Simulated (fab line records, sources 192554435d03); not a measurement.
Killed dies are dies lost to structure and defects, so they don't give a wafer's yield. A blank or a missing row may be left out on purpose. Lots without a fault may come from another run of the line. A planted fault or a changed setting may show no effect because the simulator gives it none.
fab line records | flow n5_finfet
record lots=5 wafers=15 last_day=23
route steps=1938 shown STI_FIN_REVEAL@199 DUMMY_GATE@212
lots that met no fault: from a run of the same line without faults
start_h: hours from the record's first day to the start of the lot's first wafer shown | wait_h: hours since the lot's step before | " the same as in the row above | L1.1+2: a row that stands for several wafers | - no value, or no start given | * or withheld: withheld | < > ~ a bound
route shown NAME@n: a module of which the file shows steps, and the number in the route of the first | usual: mean/standard deviation of fault-free wafers | same: alike in all rows | chamber/n: place in a boat | sites: the reading at each site | _std_site: their standard deviation | _edge_site: outer sites' mean less inner sites' | radius_mm: how far each site lies from the wafer's centre | mask NAME#n: copy n | behind: the tool/chamber that last shaped the wafer | hold: why the lot was held/for how many hours/how that ended | device: the transistor (n, p or np) that didn't switch | end of line: the same wafers' tests at the end of the route | a step without rows: its recipe alone | killed: dies lost to structure and defects at the first sort, not the wafer's yield | map: a wafer's dies, x killed, . not, _ none there
set.NAME: the setting as run; set.NAME@STEP: as run at that earlier step | model.NAME: the simulator's own value behind a step, which no gauge read
lots at some steps of the route; a table a step, a row a wafer
services: from which hour (start_h, from the record's first day; less than 0 if before it) a tool's chamber was out of use, for how many hours, and why
## steps
# step N5_STI_FIN_REVEAL_ETCH_34
# recipe chemistry=H2 mode=isotropic material=Si target=Si target_depth_a=9.7 temp_c=20 pressure_mtorr=4.5 icp_w=300 bias_w=0 h2_flow_sccm=7.5 he_flow_sccm=142.5
# usual drypump_motor_current_A=5.4/0.37 he_flow_sccm=142.5/0.44 oes_product_au=0.995/0.022 temp_c=20.00/0.11 throttle_valve_pct=25.9/0.53
# columns lot.wafer tool chamber start_h wait_h drypump_motor_current_A he_flow_sccm oes_product_au rf_hours_counter_h temp_c throttle_valve_pct
L074.1 rie_si-06 2 36.26 0.2 5.2 142.9 0.992 108 19.96 26.0
L074.3 " 3 " " 5.4 142.4 0.977 53 20.08 25.4
L074.6 " 0 " " 5.4 142.7 0.976 - 19.97 25.4
L079.4 rie_si-05 2 66.62 0.1 5.4 142.0 1.004 165 20.04 26.5
L079.5 " 2 " " 5.4 142.0 1.019 - 20.16 26.5
L079.6 " 3 " " 5.5 142.5 1.027 - 19.92 25.4
L085.2 rie_si-03 2 102.86 0.1 6.0 142.4 0.984 68 19.99 25.7
L085.3 " 1 " " 5.9 142.6 1.017 120 20.18 27.2
L085.6 " 0 " " 5.3 142.5 0.998 - 19.97 25.8
L090.1 rie_si-05 0 132.48 0.2 5.8 142.1 0.994 6 20.03 26.0
L090.3 " 3 " " 5.5 142.3 1.032 112 19.79 25.4
L090.4 " 2 " " 5.4 143.0 1.018 166 19.83 26.5
L093.1 rie_si-05 0 149.48 0.2 5.7 142.2 0.987 6 19.94 26.0
L093.5 " 1 " " 6.1 142.9 1.008 - 19.97 26.7
L093.6 " 2 " " 5.4 142.8 1.013 - 20.04 26.5
# step N5_STI_FIN_REVEAL_OXIDATION_31
# recipe chemistry=O2_PLASMA_REMOTE temp_c=150 time_s=20 pressure_mtorr=1000 source_power_w=2000 o2_flow_sccm=3000
# usual drypump_motor_current_A=5.9/0.34 heater_power_w=154/9.8 temp_c=149.98/0.16
# columns lot.wafer tool chamber start_h wait_h drypump_motor_current_A heater_power_w rf_hours_counter_h temp_c
L074.1 plasma_asher-01 0 36.32 0.0 6.2 148 25 149.85
L074.3 " 0 " " 6.2 149 - 150.15
L074.6 " 0 " " 6.2 145 - 149.91
L079.4 plasma_asher-01 1 66.70 0.1 5.8 145 - 150.11
L079.5 " 0 " " 6.2 146 - 149.93
L079.6 " 1 " " 5.8 147 - 149.90
L085.2 plasma_asher-01 1 102.93 0.0 5.8 149 36 149.95
L085.3 " 1 " " 5.9 148 - 149.95
L085.6 " 1 " " 5.8 143 - 149.96
L090.1 plasma_asher-02 1 132.54 0.0 5.9 155 91 149.73
L090.3 " 0 " " 5.2 169 - 149.82
L090.4 " 1 " " 5.9 156 - 149.78
L093.1 plasma_asher-02 1 149.54 0.0 5.9 153 94 150.23
L093.5 " 0 " " 5.3 170 - 149.88
L093.6 " 1 " " 5.9 154 - 149.95
# step N5_STI_FIN_REVEAL_PRECLEAN_32
# recipe chemistry=NF3:NH3 afs_cycles=1 temp_c=30 time_s=20 sublimation_temp_c=180 sublimation_time_s=60 pressure_torr=3 rf_power_w=30
# usual sublimation_temp_c=179.99/0.15 temp_c=29.99/0.11
# columns lot.wafer tool chamber start_h wait_h sublimation_temp_c temp_c
L074.1 remote_plasma-02 0 36.40 0.1 180.18 29.96
L074.3 " 0 " " 180.19 29.98
L074.6 " 0 " " 180.02 29.89
L079.4 remote_plasma-02 0 66.85 0.1 179.83 30.01
L079.5 " 0 " " 180.05 30.03
L079.6 " 0 " " 180.25 30.00
L085.2 remote_plasma-02 1 103.04 0.1 180.19 29.77
L085.3 " 1 " " 180.27 29.87
L085.6 " 1 " " 180.08 30.06
L090.1 remote_plasma-02 0 132.63 0.1 179.89 30.08
L090.3 " 0 " " 179.98 30.04
L090.4 " 0 " " 179.72 30.08
L093.1 remote_plasma-02 0 149.62 0.1 179.76 29.99
L093.5 " 0 " " 179.84 30.09
L093.6 " 0 " " 179.89 29.98
# step N5_STI_FIN_REVEAL_STRIP_35
# recipe chemistry=H3PO4 material=Si3N4 temp_c=165 target_depth_a=40 time_s=39
# usual temp_c=164.98/0.16
# columns lot.wafer tool chamber start_h wait_h temp_c
L074.1 wet_bench-01 0 36.61 0.2 164.89
L074.3 " 1 " " 165.00
L074.6 " 2 " " 165.05
L079.4 wet_bench-01 6 66.97 0.1 165.28
L079.5 " 4 " " 164.75
L079.6 " 3 " " 164.76
L085.2 wet_bench-05 0 103.22 0.2 164.96
L085.3 " 6 " " 164.91
L085.6 " 1 " " 164.95
L090.1 wet_bench-03 4 132.84 0.2 164.97
L090.3 " 5 " " 164.78
L090.4 " 3 " " 164.95
L093.1 wet_bench-05 5 149.83 0.2 164.84
L093.5 " 2 " " 164.90
L093.6 " 4 " " 165.07
# step N5_STI_FIN_REVEAL_SRD_21
# recipe dry=ipa_marangoni time_s=30 temp_c=23 rinse_liquid=diw
# usual temp_c=22.99/0.11
# columns lot.wafer tool chamber start_h wait_h temp_c
L074.1 wet_bench-01 0 36.63 0.0 23.05
L074.3 " 1 " " 23.05
L074.6 " 2 " " 22.85
L079.4 wet_bench-01 6 66.99 0.0 22.93
L079.5 " 4 " " 22.92
L079.6 " 3 " " 22.94
L085.2 wet_bench-05 0 103.23 0.0 23.17
L085.3 " 6 " " 23.15
L085.6 " 1 " " 22.97
L090.1 wet_bench-03 4 132.85 0.0 22.81
L090.3 " 5 " " 23.00
L090.4 " 3 " " 22.85
L093.1 wet_bench-05 5 149.85 0.0 23.06
L093.5 " 2 " " 23.12
L093.6 " 4 " " 23.14
# step N5_STI_FIN_REVEAL_OXIDATION_33
# recipe chemistry=O2_PLASMA_REMOTE temp_c=150 time_s=20 pressure_mtorr=1000 source_power_w=2000 o2_flow_sccm=3000
# usual drypump_motor_current_A=5.8/0.35 heater_power_w=156/10 temp_c=149.98/0.15
# columns lot.wafer tool chamber start_h wait_h drypump_motor_current_A heater_power_w rf_hours_counter_h temp_c
L074.1 plasma_asher-02 1 36.67 0.0 5.9 153 72 150.00
L074.3 " 0 " " 5.3 169 - 150.15
L074.6 " 1 " " 5.9 154 - 150.08
L079.4 plasma_asher-02 0 67.05 0.0 5.3 171 - 149.72
L079.5 " 1 " " 6.0 155 - 150.13
L079.6 " 0 " " 5.2 166 - 150.00
L085.2 plasma_asher-01 1 103.28 0.0 5.8 151 36 150.25
L085.3 " 1 " " 5.8 147 - 150.27
L085.6 " 0 " " 6.2 146 - 150.11
L090.1 plasma_asher-02 0 132.90 0.0 5.3 169 91 150.10
L090.3 " 0 " " 5.2 171 - 149.92
L090.4 " 1 " " 5.9 154 - 149.78
L093.1 plasma_asher-02 0 149.89 0.0 5.2 170 94 150.28
L093.5 " 1 " " 5.9 157 - 149.93
L093.6 " 0 " " 5.2 169 - 150.00
# step N5_STI_FIN_REVEAL_CLEAN_19
# recipe chemistry=O3/DIW temp_c=25 time_s=120 o3_ppm=10
# usual temp_c=25.00/0.11
# columns lot.wafer tool chamber start_h wait_h temp_c
L074.1 wet_bench-03 2 36.76 0.1 25.15
L074.3 " 7 " " 25.03
L074.6 " 3 " " 25.15
L079.4 wet_bench-03 3 67.13 0.1 25.02
L079.5 " 0 " " 25.08
L079.6 " 2 " " 25.09
L085.2 wet_bench-01 2 103.36 0.1 24.90
L085.3 " 4 " " 24.92
L085.6 " 3 " " 24.87
L090.1 wet_bench-05 7 132.98 0.1 24.98
L090.3 " 2 " " 24.98
L090.4 " 4 " " 24.99
L093.1 wet_bench-03 3 149.98 0.1 24.85
L093.5 " 5 " " 24.90
L093.6 " 6 " " 24.88
# step N5_STI_FIN_REVEAL_SRD_23
# recipe dry=ipa_marangoni time_s=30 temp_c=23 rinse_liquid=diw
# usual temp_c=23.00/0.11
# columns lot.wafer tool chamber start_h wait_h temp_c
L074.1 wet_bench-03 2 36.79 0.0 22.93
L074.3 " 7 " " 22.99
L074.6 " 3 " " 23.05
L079.4 wet_bench-03 3 67.16 0.0 22.85
L079.5 " 0 " " 22.94
L079.6 " 2 " " 23.10
L085.2 wet_bench-01 2 103.40 0.0 22.91
L085.3 " 4 " " 22.99
L085.6 " 3 " " 22.78
L090.1 wet_bench-05 7 133.02 0.0 23.06
L090.3 " 2 " " 23.02
L090.4 " 4 " " 23.05
L093.1 wet_bench-03 3 150.01 0.0 23.05
L093.5 " 5 " " 23.01
L093.6 " 6 " " 23.04
# step N5_STI_FIN_REVEAL_CD_MEAS_22
# recipe target_cd_nm=6.238 pitch_nm=28 polarity=line
# usual cd_nm=6.22/0.25
# columns lot.wafer tool chamber start_h wait_h cd_nm
L074.1 cd_sem-02 - 36.83 0.0 6.68
L074.3 " - " " 6.28
L074.6 " - " " 6.08
L079.4 cd_sem-01 - 67.21 0.0 5.92
L079.5 " - " " 6.51
L079.6 " - " " 6.09
L085.2 cd_sem-03 - 103.44 0.0 6.14
L085.3 " - " " 6.24
L085.6 " - " " 5.98
L090.1 cd_sem-02 - 133.06 0.0 6.19
L090.3 " - " " 5.93
L090.4 " - " " 6.57
L093.1 cd_sem-01 - 150.05 0.0 5.86
L093.5 " - " " 6.67
L093.6 " - " " 6.23
# step N5_STI_FIN_REVEAL_FIN_H_MEAS_10
# usual trench_depth_nm=51.7/0.67
# columns lot.wafer tool chamber start_h wait_h trench_depth_nm
L074.1 ocd-02 - 36.86 0.0 51.0
L074.3 " - " " 50.7
L074.6 " - " " 51.5
L079.4 ocd-01 - 67.24 0.0 51.8
L079.5 " - " " 52.2
L079.6 " - " " 51.8
L085.2 ocd-01 - 103.47 0.0 52.4
L085.3 " - " " 52.0
L085.6 " - " " 52.2
L090.1 ocd-02 - 133.09 0.0 52.0
L090.3 " - " " 51.6
L090.4 " - " " 52.4
L093.1 ocd-01 - 150.08 0.0 51.7
L093.5 " - " " 50.9
L093.6 " - " " 51.7
# step N5_STI_FIN_REVEAL_PRECLEAN_18
# recipe chemistry=SC2 time_s=45 temp_c=35 mix=1:1:50
# usual temp_c=35.02/0.1
# columns lot.wafer tool chamber start_h wait_h temp_c
L074.1 wet_bench-01 7 36.90 0.0 34.93
L074.3 " 2 " " 34.93
L074.6 " 1 " " 34.86
L079.4 wet_bench-01 6 67.27 0.0 35.12
L079.5 " 5 " " 34.99
L079.6 " 3 " " 35.08
L085.2 wet_bench-05 0 103.50 0.0 34.99
L085.3 " 5 " " 34.81
L085.6 " 1 " " 35.22
L090.1 wet_bench-05 5 133.12 0.0 35.20
L090.3 " 7 " " 34.98
L090.4 " 6 " " 35.09
L093.1 wet_bench-01 2 150.12 0.0 35.11
L093.5 " 7 " " 34.92
L093.6 " 3 " " 35.02
# step N5_STI_FIN_REVEAL_SRD_28
# recipe dry=ipa_marangoni time_s=30 temp_c=23 rinse_liquid=diw
# usual temp_c=22.98/0.11
# columns lot.wafer tool chamber start_h wait_h temp_c
L074.1 wet_bench-01 7 36.91 0.0 23.08
L074.3 " 2 " " 23.09
L074.6 " 1 " " 23.01
L079.4 wet_bench-01 6 67.29 0.0 22.87
L079.5 " 5 " " 23.26
L079.6 " 3 " " 22.93
L085.2 wet_bench-05 0 103.52 0.0 22.91
L085.3 " 5 " " 23.02
L085.6 " 1 " " 22.82
L090.1 wet_bench-05 5 133.14 0.0 23.26
L090.3 " 7 " " 23.12
L090.4 " 6 " " 22.99
L093.1 wet_bench-01 2 150.13 0.0 22.88
L093.5 " 7 " " 23.12
L093.6 " 3 " " 22.85
# step N5_STI_FIN_REVEAL_INSPECT_13
# recipe inspect_instrument=darkfield mode=post_clean
# usual raw_defect_count=12/5.1
# columns lot.wafer tool chamber start_h wait_h raw_defect_count
L074.1 defect_inspect-01 - 36.95 0.0 14
L074.3 " - " " 15
L074.6 " - " " 22
L079.4 defect_inspect-01 - 67.33 0.0 10
L079.5 " - " " 13
L079.6 " - " " 5
L085.2 defect_inspect-01 - 103.56 0.0 24
L085.3 " - " " 9
L085.6 " - " " 10
L090.1 defect_inspect-02 - 133.18 0.0 9
L090.3 " - " " 4
L090.4 " - " " 6
L093.1 defect_inspect-01 - 150.17 0.0 12
L093.5 " - " " 12
L093.6 " - " " 10
# step N5_DUMMY_GATE_PRECLEAN_00
# recipe chemistry=O3/DIW time_s=60 temp_c=22 o3_ppm=10
# usual temp_c=22.00/0.11
# columns lot.wafer tool chamber start_h wait_h temp_c
L074.1 wet_bench-04 0 36.98 0.0 21.92
L074.3 " 1 " " 21.96
L074.6 " 6 " " 21.88
L079.4 wet_bench-04 6 67.36 0.0 22.19
L079.5 " 5 " " 21.85
L079.6 " 7 " " 21.97
L085.2 wet_bench-02 5 103.59 0.0 22.10
L085.3 " 2 " " 21.99
L085.6 " 7 " " 22.00
L090.1 wet_bench-02 1 133.21 0.0 22.04
L090.3 " 7 " " 21.92
L090.4 " 3 " " 22.01
L093.1 wet_bench-06 7 150.20 0.0 21.92
L093.5 " 1 " " 21.99
L093.6 " 0 " " 21.80
# step N5_DUMMY_GATE_SRD_01
# recipe time_s=30 temp_c=23 rinse_liquid=diw dry=ipa_marangoni
# usual temp_c=22.98/0.11
# columns lot.wafer tool chamber start_h wait_h temp_c
L074.1 wet_bench-04 0 37.00 0.0 22.98
L074.3 " 1 " " 23.06
L074.6 " 6 " " 23.17
L079.4 wet_bench-04 6 67.38 0.0 22.99
L079.5 " 5 " " 23.11
L079.6 " 7 " " 22.91
L085.2 wet_bench-02 5 103.61 0.0 23.04
L085.3 " 2 " " 23.00
L085.6 " 7 " " 23.12
L090.1 wet_bench-02 1 133.22 0.0 22.68
L090.3 " 7 " " 23.00
L090.4 " 3 " " 22.95
L093.1 wet_bench-06 7 150.22 0.0 22.96
L093.5 " 1 " " 23.01
L093.6 " 0 " " 23.08
# step N5_DUMMY_GATE_ALD_02
# recipe material=SiO2 target_thk_a=20 temp_c=300 ald_precursor_family=BDEAS ald_co_reactant=O2-plasma pulse_time_s=1 pressure_torr=2
# usual heater_power_w=498/59 precursor_pulse_height_rel=0.999/0.02
# same pulse_time_s=1
# columns lot.wafer tool chamber start_h wait_h heater_power_w precursor_pulse_height_rel since_wet_clean_h
L074.1 ald_sin-04 0 37.05 0.0 533 1.002 318
L074.3 " 2 " " 497 1.046 318
L074.6 " 1 " " 424 0.999 -
L079.4 ald_sin-03 0 68.08 0.7 515 1.007 60
L079.5 " 3 " " 495 1.007 -
L079.6 " 2 " " 402 0.983 -
L085.2 ald_sin-01 2 103.66 0.0 470 0.978 293
L085.3 " 0 " " 615 0.975 293
L085.6 " 3 " " 448 1.012 -
L090.1 ald_sin-04 1 133.27 0.0 416 1.009 33
L090.3 " 2 " " 485 0.994 33
L090.4 " 0 " " 554 1.032 33
L093.1 ald_sin-04 2 150.27 0.0 485 1.008 50
L093.5 " 0 " " 546 1.007 -
L093.6 " 1 " " 418 0.997 -
# step N5_DUMMY_GATE_CVD_03
# recipe material=a-Si target_thk_a=1500 temp_c=530 precursor=SiH4 time_s=8042
# columns lot.wafer tool chamber start_h wait_h
L074.1+3+6 lpcvd-01 1/90,1/100,1/114 42.62 5.5
L079.4+5+6 lpcvd-02 0/29,0/34,0/39 68.18 0.1
L085.2+3+6 lpcvd-01 1/95,1/100,1/114 103.76 0.1
L090.1+3+4 lpcvd-02 1/65,1/75,1/79 133.96 0.7
L093.1+5+6 lpcvd-02 1/15,1/34,1/39 150.38 0.1
# step N5_DUMMY_GATE_PRECLEAN_46
# recipe chemistry=DIW time_s=89.5 temp_c=23
# usual temp_c=23.00/0.098
# columns lot.wafer tool chamber start_h wait_h temp_c
L074.1 wet_bench-02 1 46.29 0.0 22.96
L074.3 " 7 " " 22.90
L074.6 " 5 " " 23.03
L079.4 wet_bench-02 0 71.87 0.0 22.99
L079.5 " 6 " " 23.12
L079.6 " 2 " " 23.07
L085.2 wet_bench-06 7 109.26 0.0 22.86
L085.3 " 4 " " 23.04
L085.6 " 3 " " 23.01
L090.1 wet_bench-02 0 137.64 0.0 22.92
L090.3 " 4 " " 23.11
L090.4 " 7 " " 22.95
L093.1 wet_bench-04 1 154.06 0.0 22.87
L093.5 " 6 " " 23.11
L093.6 " 3 " " 23.01
# step N5_DUMMY_GATE_SRD_47
# recipe dry_time_s=32 dry=n2_spin spin_rpm=1500
# same dry_time_s=32
# columns lot.wafer tool chamber start_h wait_h
L074.1+3+6 wet_bench-02 1,7,5 46.32 0.0
L079.4+5+6 wet_bench-02 0,6,2 71.90 0.0
L085.2+3+6 wet_bench-06 7,4,3 109.29 0.0
L090.1+3+4 wet_bench-02 0,4,7 137.67 0.0
L093.1+5+6 wet_bench-04 1,6,3 154.09 0.0
# step N5_DUMMY_GATE_CMP_04
# recipe material=a-Si post_cmp_clean=alkaline_brush
# usual motor_current_A=9.9/0.68 time_to_endpoint_s=14.3/2.5
# columns lot.wafer tool chamber start_h wait_h motor_current_A time_to_endpoint_s
L074.3 cmp-03 1 46.39 0.1 9.9 16.6
L074.1 " 3 " " 9.6 16.0
L074.6 " 1 " " 10.2 19.1
L079.4 cmp-01 2 71.99 0.1 9.0 19.4
L079.6 " 0 " " 9.6 12.8
L079.5 " 1 " " 10.5 13.2
L085.2 cmp-04 0 109.32 0.0 11.0 10.5
L085.3 " 1 " " 9.9 13.0
L085.6 " 0 " " 11.3 9.7
L090.1 cmp-04 3 137.73 0.1 9.8 19.5
L090.3 " 0 " " 11.4 13.6
L090.4 " 1 " " 9.3 14.8
L093.1 cmp-03 3 154.15 0.1 9.9 11.5
L093.6 " 2 " " 10.3 12.7
L093.5 " 3 " " 9.6 13.6
# step N5_DUMMY_GATE_THK_MEAS_05
# usual thk_nm=72.2/1.2
# columns lot.wafer tool chamber start_h wait_h thk_nm
L074.1 film_metro-01 - 46.60 0.1 72.6
L074.3 " - " " 73.5
L074.6 " - " " 73.7
L079.4 film_metro-01 - 72.17 0.1 72.7
L079.5 " - " " 71.1
L079.6 " - " " 72.3
L085.2 film_metro-02 - 109.56 0.2 69.5
L085.3 " - " " 70.9
L085.6 " - " " 71.0
L090.1 film_metro-02 - 137.94 0.2 74.8
L090.3 " - " " 72.6
L090.4 " - " " 74.7
L093.1 film_metro-01 - 154.36 0.2 70.5
L093.5 " - " " 70.8
L093.6 " - " " 70.9
# step N5_DUMMY_GATE_HM_DEP_06
# recipe material=SiNx target_thk_a=800 precursor=DCS/NH3 temp_c=700 pressure_mtorr=300 time_s=5141
# columns lot.wafer tool chamber start_h wait_h
L074.1+3+6 lpcvd-02 0/90,0/100,0/114 46.63 0.0
L079.4+5+6 lpcvd-01 1/104,1/109,1/114 72.20 0.0
L085.2+3+6 lpcvd-02 0/70,0/75,0/89 109.59 0.0
L090.1+3+4 lpcvd-02 1/90,1/100,1/104 137.97 0.0
L093.1+5+6 lpcvd-01 0/40,0/59,0/64 157.79 3.4
# step N5_DUMMY_GATE_PECVD_30
# recipe material=SiO2 target_thk_a=550 temp_c=400 precursor=TEOS/O2 pressure_torr=6.5 rf_w=withheld teos_flow_sccm=withheld gas=O2 flow_sccm=2650 time_s=10.8
# columns lot.wafer tool chamber start_h wait_h since_wet_clean_h
L074.1 pecvd-03 2 50.57 0.0 2023
L074.3 " 0 " " 573
L074.6 " 0 " " -
L079.4 pecvd-04 0 76.16 0.1 -
L079.5 " 2 " " -
L079.6 " 1 " " -
L085.2 pecvd-04 0 113.55 0.0 817
L085.3 " 2 " " 63
L085.6 " 0 " " -
L090.1 pecvd-01 1 141.91 0.0 1933
L090.3 " 2 " " 9
L090.4 " 0 " " -
L093.1 pecvd-01 1 161.74 0.0 1953
L093.5 " 1 " " -
L093.6 " 2 " " -
# step N5_DUMMY_GATE_COAT_34
# recipe resist=SOC temp_c=250 time_s=60 spin_rpm=1500 resist_thk_nm=60
# usual heater_power_total_W=500.6/1.8
# columns lot.wafer tool chamber start_h wait_h heater_power_total_W
L074.1 litho_track-02 0 50.62 0.0 499.5
L074.3 " 0 " " 498.8
L074.6 " 0 " " 500.9
L079.4 litho_track-02 0 76.20 0.0 499.2
L079.5 " 0 " " 500.1
L079.6 " 0 " " 501.9
L085.2 litho_track-02 0 113.60 0.0 500.0
L085.3 " 0 " " 499.2
L085.6 " 0 " " 498.9
L090.1 litho_track-01 0 141.97 0.0 499.7
L090.3 " 0 " " 502.3
L090.4 " 0 " " 501.3
L093.1 litho_track-02 0 161.79 0.0 498.1
L093.5 " 0 " " 502.2
L093.6 " 0 " " 500.8
# step N5_DUMMY_GATE_COAT_35
# recipe resist=SiARC temp_c=220 time_s=60 spin_rpm=1500 resist_thk_nm=10
# usual heater_power_total_W=427.6/2.2
# columns lot.wafer tool chamber start_h wait_h heater_power_total_W
L074.1 litho_track-02 0 - - 430.0
L074.3 " 0 " " 424.6
L074.6 " 0 " " 424.3
L079.4 litho_track-02 0 - - 429.3
L079.5 " 0 " " 425.2
L079.6 " 0 " " 425.2
L085.2 litho_track-02 0 - - 426.3
L085.3 " 0 " " 424.8
L085.6 " 0 " " 426.4
L090.1 litho_track-01 0 - - 430.9
L090.3 " 0 " " 425.1
L090.4 " 0 " " 424.9
L093.1 litho_track-02 0 - - 426.1
L093.5 " 0 " " 424.4
L093.6 " 0 " " 430.5
# step N5_DUMMY_GATE_COAT_28
# recipe resist=underlayer temp_c=205 time_s=60 spin_rpm=1500 resist_thk_nm=10
# usual heater_power_total_W=391.6/1.4
# columns lot.wafer tool chamber start_h wait_h heater_power_total_W
L074.1 litho_track-02 0 - - 390.7
L074.3 " 0 " " 391.4
L074.6 " 0 " " 393.2
L079.4 litho_track-02 0 - - 392.3
L079.5 " 0 " " 392.6
L079.6 " 0 " " 392.2
L085.2 litho_track-02 0 - - 391.5
L085.3 " 0 " " 393.1
L085.6 " 0 " " 390.2
L090.1 litho_track-01 0 - - 390.5
L090.3 " 0 " " 389.6
L090.4 " 0 " " 391.4
L093.1 litho_track-02 0 - - 390.7
L093.5 " 0 " " 393.4
L093.6 " 0 " " 393.4
# step N5_DUMMY_GATE_COAT_09
# recipe resist=CAR-EUV spin_rpm=1500 resist_thk_nm=30
# columns lot.wafer tool chamber start_h wait_h
L074.1+3+6 litho_track-02 0 - -
L079.4+5+6 litho_track-02 0 - -
L085.2+3+6 litho_track-02 0 - -
L090.1+3+4 litho_track-01 0 - -
L093.1+5+6 litho_track-02 0 - -
# step N5_DUMMY_GATE_EBR_11
# recipe solvent=PGMEA ebr_width_mm=1.5
# columns lot.wafer tool chamber start_h wait_h
L074.1+3+6 litho_track-02 0 - -
L079.4+5+6 litho_track-02 0 - -
L085.2+3+6 litho_track-02 0 - -
L090.1+3+4 litho_track-01 0 - -
L093.1+5+6 litho_track-02 0 - -
# step N5_DUMMY_GATE_SOFTBAKE_10
# recipe temp_c=110 time_s=60 resist=CAR-EUV
# usual heater_power_total_W=175.2/1.6
# columns lot.wafer tool chamber start_h wait_h heater_power_total_W
L074.1 litho_track-02 0 - - 173.4
L074.3 " 0 " " 176.6
L074.6 " 0 " " 176.4
L079.4 litho_track-02 0 - - 175.5
L079.5 " 0 " " 176.9
L079.6 " 0 " " 176.7
L085.2 litho_track-02 0 - - 173.7
L085.3 " 0 " " 173.9
L085.6 " 0 " " 173.1
L090.1 litho_track-01 0 - - 177.2
L090.3 " 0 " " 176.8
L090.4 " 0 " " 177.1
L093.1 litho_track-02 0 - - 173.7
L093.5 " 0 " " 173.1
L093.6 " 0 " " 177.6
# step N5_DUMMY_GATE_EXPOSE_12
# recipe mask_id=GATE na=0.33 source_shape=annular sigma_inner=0.2 sigma_outer=0.6 polarization=unpolarized target_cd_nm=25 dose_mj=34
# columns lot.wafer tool chamber start_h wait_h mask
L074.1+3+6 euv_scanner-01 0 50.76 - GATE#0
L079.4+5+6 euv_scanner-01 0 76.48 - GATE#0
L085.2+3+6 euv_scanner-02 0 113.75 - GATE#0
L090.1+3+4 euv_scanner-02 0 142.23 - GATE#0
L093.1+5+6 euv_scanner-02 0 161.93 - GATE#0
# step N5_DUMMY_GATE_PEB_13
# recipe peb_temp_c=100 peb_time_s=60 resist=CAR-EUV
# usual heater_power_total_W=154.2/1.1
# columns lot.wafer tool chamber start_h wait_h heater_power_total_W
L074.1 litho_track-02 0 50.82 0.1 155.3
L074.3 " 0 " " 154.6
L074.6 " 0 " " 155.7
L079.4 litho_track-01 0 76.53 0.0 153.5
L079.5 " 0 " " 152.9
L079.6 " 0 " " 155.2
L085.2 litho_track-02 0 113.80 0.0 153.8
L085.3 " 0 " " 155.7
L085.6 " 0 " " 155.3
L090.1 litho_track-01 0 142.29 0.1 155.3
L090.3 " 0 " " 152.9
L090.4 " 0 " " 155.4
L093.1 litho_track-01 0 161.99 0.1 153.7
L093.5 " 0 " " 152.6
L093.6 " 0 " " 155.5
# step N5_DUMMY_GATE_DEVELOP_14
# recipe develop_time_s=30 developer=TMAH resist=CAR-EUV rinse_liquid=surfactant_rinse dry=air_spin dev_temp_c=23
# usual developer_temp_C=23.00/0.11
# columns lot.wafer tool chamber start_h wait_h developer_temp_C
L074.1 litho_track-02 0 - - 23.01
L074.3 " 0 " " 23.11
L074.6 " 0 " " 23.06
L079.4 litho_track-01 0 - - 23.09
L079.5 " 0 " " 22.81
L079.6 " 0 " " 23.17
L085.2 litho_track-02 0 - - 23.03
L085.3 " 0 " " 23.15
L085.6 " 0 " " 23.12
L090.1 litho_track-01 0 - - 22.93
L090.3 " 0 " " 22.92
L090.4 " 0 " " 23.02
L093.1 litho_track-01 0 - - 23.13
L093.5 " 0 " " 23.00
L093.6 " 0 " " 23.24
# step N5_DUMMY_GATE_CD_MEAS_15
# recipe target_cd_nm=25.8 landing_energy_ev=500 detector=se_inlens
# usual cd_nm=25.02/0.24
# columns lot.wafer tool chamber start_h wait_h cd_nm
L074.1 cd_sem-01 0 50.89 - 24.85
L074.3 " 0 " " 24.84
L074.6 " 0 " " 24.98
L079.4 cd_sem-01 0 76.60 - 24.82
L079.5 " 0 " " 25.29
L079.6 " 0 " " 24.97
L085.2 cd_sem-03 0 113.87 - 24.77
L085.3 " 0 " " 24.69
L085.6 " 0 " " 25.02
L090.1 cd_sem-01 0 142.36 - 25.45
L090.3 " 0 " " 25.08
L090.4 " 0 " " 25.30
L093.1 cd_sem-02 0 162.06 - 24.68
L093.5 " 0 " " 25.35
L093.6 " 0 " " 25.06
# step N5_DUMMY_GATE_OVL_MEAS_16
# recipe points_per_wafer=522
# usual GATE_OVL=-0.1/0.68
# columns lot.wafer tool chamber start_h wait_h GATE_OVL[nm]
L074.1 overlay-01 0 50.93 0.0 0.3
L074.3 " 0 " " 0.1
L074.6 " 0 " " 0.4
L079.4 overlay-02 0 76.65 0.0 -1.7
L079.5 " 0 " " 0.0
L079.6 " 0 " " -0.5
L085.2 overlay-01 0 113.91 0.0 0.0
L085.3 " 0 " " 1.0
L085.6 " 0 " " -0.2
L090.1 overlay-01 0 142.41 0.0 0.5
L090.3 " 0 " " 1.2
L090.4 " 0 " " 0.9
L093.1 overlay-01 0 162.10 0.0 0.5
L093.5 " 0 " " 0.9
L093.6 " 0 " " 1.2
# step N5_DUMMY_GATE_INSPECT_17
# recipe mode=adi inspect_instrument=brightfield
# usual raw_defect_count=200/58
# columns lot.wafer tool chamber start_h wait_h raw_defect_count
L074.1 defect_inspect-01 - 50.99 0.1 209
L074.3 " - " " 199
L074.6 " - " " 220
L079.4 defect_inspect-02 - 76.69 0.0 177
L079.5 " - " " 202
L079.6 " - " " 121
L085.2 defect_inspect-01 - 113.97 0.0 224
L085.3 " - " " 478
L085.6 " - " " 322
L090.1 defect_inspect-02 - 142.46 0.1 149
L090.3 " - " " 150
L090.4 " - " " 219
L093.1 defect_inspect-02 - 162.16 0.1 126
L093.5 " - " " 180
L093.6 " - " " 205
## services
# columns tool chamber start_h hours kind
euv_scanner-01 - 16.45 1.2 repair
euv_scanner-01 - 17.76 1.3 repair
euv_scanner-02 - 19.04 4.6 pm
cmp-03 - 19.07 2.4 repair
lpcvd-02 - 31.70 14.6 pm
cmp-03 - 34.00 4.0 pm
euv_scanner-02 - 43.80 5.1 repair
euv_scanner-01 - 45.92 1.1 repair
euv_scanner-01 - 51.09 1.0 pm
euv_scanner-02 - 52.62 1.0 pm
pecvd-01 1 66.32 9.9 repair
cmp-04 - 66.38 0.2 repair
ald_sin-04 1 68.62 30.8 repair
euv_scanner-01 - 73.28 0.3 repair
wet_bench-04 - 75.96 1.0 repair
ald_sin-04 - 86.61 14.0 pm
rie_si-05 - 89.16 14.6 pm
euv_scanner-02 - 108.77 1.0 pm
ald_sin-04 - 130.19 2.8 pm
euv_scanner-02 - 136.13 0.1 repair
rie_si-05 3 137.78 8.6 repair
lpcvd-01 - 143.19 14.6 pm
plasma_asher-01 - 147.21 5.7 repair
wet_bench-03 - 147.42 1.9 pm
## key
fault none
